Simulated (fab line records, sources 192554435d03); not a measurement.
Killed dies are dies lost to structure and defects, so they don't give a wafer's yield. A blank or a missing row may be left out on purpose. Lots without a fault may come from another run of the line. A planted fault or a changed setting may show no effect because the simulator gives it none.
Which tool did it? | flow n5_finfet | 10 lots, 30 wafers sampled, at 5 steps of a route of 1938

WHAT THE GAUGES READ, wafer by wafer
N5_BEOL_M4_RC_MEAS_101. Usual: CJ_N 4.35, standard deviation 0.084; CJ_P 5.82, standard deviation 0.17; DIBL_N 36.0 mV/V, standard deviation 1.7; DIBL_P 36.2 mV/V, standard deviation 1.9; IOFF_N 0.154 nA/um, standard deviation 0.028; IOFF_P 0.21 nA/um, standard deviation 0.036; ION_N 675 uA/um, standard deviation 11; ION_P 463 uA/um, standard deviation 8.3; SS_N 71.4 mV/dec, standard deviation 0.63; SS_P 73.2 mV/dec, standard deviation 0.55; VT_N 250.2 mV, standard deviation 3; VT_P -251 mV, standard deviation 3.7.
lot  | measured     | on        | CJ_N           | CJ_P           | DIBL_N (mV/V)  | DIBL_P (mV/V)  | IOFF_N (nA/um)    | IOFF_P (nA/um) | ION_N (uA/um) | ION_P (uA/um) | SS_N (mV/dec)  | SS_P (mV/dec)  | VT_N (mV)         | VT_P (mV)      | flag
L355 | day 9 05:26  | prober-01 | 4.42 4.35 4.47 | 5.90 5.84 5.90 | 35.0 38.3 39.0 | 33.2 38.5 38.7 | 0.116 0.186 0.196 | 0.17 0.26 0.26 | 670 688 700   | 455 474 477   | 71.2 72.9 72.4 | 73.0 73.9 73.9 | 252.2 245.6 245.2 | -252 -247 -246 |
L356 | day 13 19:13 | prober-01 | 4.33 4.38 4.39 | 5.89 5.88 5.63 | 34.5 36.8 37.0 | 35.1 38.3 39.3 | 0.143 0.181 0.202 | 0.19 0.23 0.26 | 664 683 688   | 458 470 469   | 71.8 71.7 72.3 | 73.2 74.0 73.5 | 250.0 249.0 244.7 | -254 -251 -247 |
L357 | day 11 04:26 | prober-02 | 4.44 4.48 4.40 | 5.96 5.75 5.61 | 32.7 35.9 36.7 | 32.2 34.8 36.0 | 0.103 0.140 0.152 | 0.16 0.19 0.20 | 668 672 678   | 463 457 458   | 70.7 70.7 70.6 | 72.2 73.0 73.6 | 255.7 251.5 250.0 | -256 -255 -251 |
L359 | day 11 22:34 | prober-01 | 4.29 4.33 4.48 | 5.77 6.03 6.01 | 38.5 34.9 37.2 | 40.8 36.2 39.1 | 0.191 0.124 0.178 | 0.23 0.17 0.20 | 689 654 700   | 469 455 465   | 71.7 71.2 71.2 | 73.7 73.0 74.1 | 247.8 255.7 246.3 | -248 -254 -252 |
L360 | day 12 00:50 | prober-02 | 4.39 4.44 4.39 | 5.82 5.80 5.74 | 34.7 35.7 35.7 | 35.6 36.4 36.5 | 0.134 0.155 0.146 | 0.18 0.20 0.19 | 666 679 674   | 460 461 465   | 71.4 71.4 71.2 | 72.7 72.8 72.5 | 252.2 248.9 249.6 | -252 -251 -251 |
L361 | day 12 05:21 | prober-01 | 4.15 4.16 4.20 | 5.93 6.08 5.89 | 36.9 35.5 36.7 | 37.4 35.5 36.4 | 0.154 0.126 0.142 | 0.20 0.18 0.18 | 673 660 670   | 455 455 455   | 71.7 72.1 71.4 | 73.4 72.6 73.1 | 252.1 252.8 250.3 | -252 -252 -254 |
L365 | day 13 09:31 | prober-01 | 4.27 4.27 4.28 | 5.87 5.60 6.09 | 38.1 36.0 37.3 | 39.2 36.2 37.9 | 0.194 0.148 0.170 | 0.22 0.17 0.20 | 699 669 677   | 468 449 454   | 71.7 71.4 71.6 | 73.8 73.2 73.6 | 248.7 251.7 249.3 | -251 -256 -255 |
L367 | day 13 08:44 | prober-02 | 4.43 4.45 4.49 | 6.03 5.92 6.01 | 33.4 36.1 36.1 | 33.4 36.3 36.0 | 0.116 0.161 0.152 | 0.18 0.22 0.21 | 651 667 667   | 457 461 459   | 70.2 71.7 72.3 | 72.5 73.4 72.6 | 254.3 250.3 252.9 | -250 -248 -251 |
L368 | day 14 22:04 | prober-01 | 4.36 4.72 4.33 | 5.54 5.04 5.58 | 34.4 36.2 36.0 | 35.3 37.1 36.5 | 0.136 0.162 0.150 | 0.18 0.21 0.20 | 673 677 678   | 459 470 466   | 71.2 71.0 71.1 | 72.1 73.6 72.4 | 250.9 246.2 247.7 | -252 -248 -248 |
L369 | day 13 22:02 | prober-02 | 4.38 4.70 4.38 | 5.62 5.38 5.80 | 35.8 36.8 35.5 | 34.7 37.1 34.6 | 0.133 0.154 0.142 | 0.21 0.25 0.22 | 668 662 665   | 463 465 466   | 70.8 71.1 70.7 | 73.0 73.9 72.5 | 252.7 246.6 247.8 | -247 -246 -248 |

WHICH TOOL RAN EACH LOT (tool, then ch and the chambers of the sampled wafers, then the start)
lot  | N5_WELL_APT_EPI_41             | N5_BEOL_M4_ANNEAL_49         | N5_BEOL_M4_ANNEAL_89         | N5_BEOL_M4_SPUTTER_94
L355 | epi_rpcvd-02 ch 0, day 1 22:01 | pvd_sputter-03, day 9 02:40  | pvd_sputter-03, day 9 03:32  | pvd_sputter-03, day 9 04:07
L356 | epi_rpcvd-02 ch 0, day 2 04:05 | pvd_sputter-02, day 13 16:01 | pvd_sputter-02, day 13 16:54 | pvd_sputter-02, day 13 17:29
L357 | epi_rpcvd-01 ch 0, day 2 10:54 | pvd_sputter-02, day 11 01:12 | pvd_sputter-02, day 11 02:05 | pvd_sputter-02, day 11 02:40
L359 | epi_rpcvd-02 ch 0, day 2 22:34 | pvd_sputter-03, day 11 19:47 | pvd_sputter-03, day 11 20:40 | pvd_sputter-03, day 11 21:15
L360 | epi_rpcvd-01 ch 0, day 3 04:14 | pvd_sputter-03, day 11 21:55 | pvd_sputter-03, day 11 22:47 | pvd_sputter-03, day 11 23:22
L361 | epi_rpcvd-01 ch 0, day 3 10:02 | pvd_sputter-03, day 12 02:34 | pvd_sputter-03, day 12 03:27 | pvd_sputter-03, day 12 04:02
L365 | epi_rpcvd-01 ch 0, day 4 09:58 | pvd_sputter-03, day 13 04:26 | pvd_sputter-03, day 13 05:19 | pvd_sputter-03, day 13 05:54
L367 | epi_rpcvd-01 ch 0, day 4 22:28 | pvd_sputter-02, day 13 05:41 | pvd_sputter-02, day 13 06:34 | pvd_sputter-02, day 13 07:08
L368 | epi_rpcvd-01 ch 0, day 5 04:25 | pvd_sputter-02, day 14 19:07 | pvd_sputter-02, day 14 20:00 | pvd_sputter-02, day 14 20:35
L369 | epi_rpcvd-01 ch 0, day 5 11:04 | pvd_sputter-02, day 13 19:01 | pvd_sputter-02, day 13 19:54 | pvd_sputter-02, day 13 20:29
- N5_WELL_APT_EPI_41: deposits Si from SiH4/H2, target thk 50 nm, time 297.7 s.
- N5_BEOL_M4_ANNEAL_49: time 240 s.
- N5_BEOL_M4_ANNEAL_89: time 240 s.
- N5_BEOL_M4_SPUTTER_94: material Cu, target thk 4.5 nm, time 8.29 s.

WHAT THE TOOLS THEMSELVES READ (means of the sampled wafers that have a number; where no wafer has one, the mark that the record gives instead)
N5_WELL_APT_EPI_41. Usual: chamber_pressure_Torr 20.01 Torr, standard deviation 0.046; throttle_valve_pct 10.9 %, standard deviation 0.38.
lot  | tool         | chamber_pressure_Torr (Torr) | throttle_valve_pct (%) | flag
L355 | epi_rpcvd-02 | 19.93                        | 11.3                   |
L356 | epi_rpcvd-02 | 19.98                        | 11.4                   |
L357 | epi_rpcvd-01 | 20.03                        | 10.4                   |
L359 | epi_rpcvd-02 | 20.05                        | 11.4                   |
L360 | epi_rpcvd-01 | 19.94                        | 10.6                   |
L361 | epi_rpcvd-01 | 20.08                        | 10.5                   |
L365 | epi_rpcvd-01 | 19.96                        | 10.6                   |
L367 | epi_rpcvd-01 | 19.98                        | 10.5                   |
L368 | epi_rpcvd-01 | 20.00                        | 10.6                   |
L369 | epi_rpcvd-01 | 20.01                        | 10.5                   |

N5_BEOL_M4_ANNEAL_49. Usual: heater_power_w 813 W, standard deviation 66.
lot  | tool           | heater_power_w (W) | flag
L355 | pvd_sputter-03 | 906                |
L356 | pvd_sputter-02 | 796                |
L357 | pvd_sputter-02 | 773                |
L359 | pvd_sputter-03 | 805                |
L360 | pvd_sputter-03 | 839                |
L361 | pvd_sputter-03 | 756                |
L365 | pvd_sputter-03 | 848                |
L367 | pvd_sputter-02 | 800                |
L368 | pvd_sputter-02 | 797                |
L369 | pvd_sputter-02 | 802                |

N5_BEOL_M4_ANNEAL_89. Usual: heater_power_w 814 W, standard deviation 66.
lot  | tool           | heater_power_w (W) | flag
L355 | pvd_sputter-03 | 915                |
L356 | pvd_sputter-02 | 811                |
L357 | pvd_sputter-02 | 792                |
L359 | pvd_sputter-03 | 796                |
L360 | pvd_sputter-03 | 833                |
L361 | pvd_sputter-03 | 763                |
L365 | pvd_sputter-03 | 824                |
L367 | pvd_sputter-02 | 791                |
L368 | pvd_sputter-02 | 804                |
L369 | pvd_sputter-02 | 799                |

N5_BEOL_M4_SPUTTER_94. Usual: throttle_valve_pct 30.2 %, standard deviation 0.72.
lot  | tool           | throttle_valve_pct (%) | flag
L355 | pvd_sputter-03 | 29.8                   |
L356 | pvd_sputter-02 | 30.6                   |
L357 | pvd_sputter-02 | 30.1                   |
L359 | pvd_sputter-03 | 30.3                   |
L360 | pvd_sputter-03 | 29.7                   |
L361 | pvd_sputter-03 | 30.2                   |
L365 | pvd_sputter-03 | 30.3                   |
L367 | pvd_sputter-02 | 30.2                   |
L368 | pvd_sputter-02 | 30.3                   |
L369 | pvd_sputter-02 | 30.6                   |

THE ANSWER, worked out from the rows above alone
Rule: a lot is off if the mean of its wafers that have a number lies more than 3 standard deviations from the usual mean. A lot without any number at a reading at which 4 lots or more have one is off too. The other lots that the step has rows for count as sound. The gauges are gone through in route order, then the tools' own readings, and for those a lot's mean is taken as printed above. The first step at which some lot is off is used, and at that step the reading that is off furthest; a lot without a number counts as furthest.
No lot is off at any reading shown: from this, nothing can be told.

WHAT THE SIMULATOR HAD PUT IN
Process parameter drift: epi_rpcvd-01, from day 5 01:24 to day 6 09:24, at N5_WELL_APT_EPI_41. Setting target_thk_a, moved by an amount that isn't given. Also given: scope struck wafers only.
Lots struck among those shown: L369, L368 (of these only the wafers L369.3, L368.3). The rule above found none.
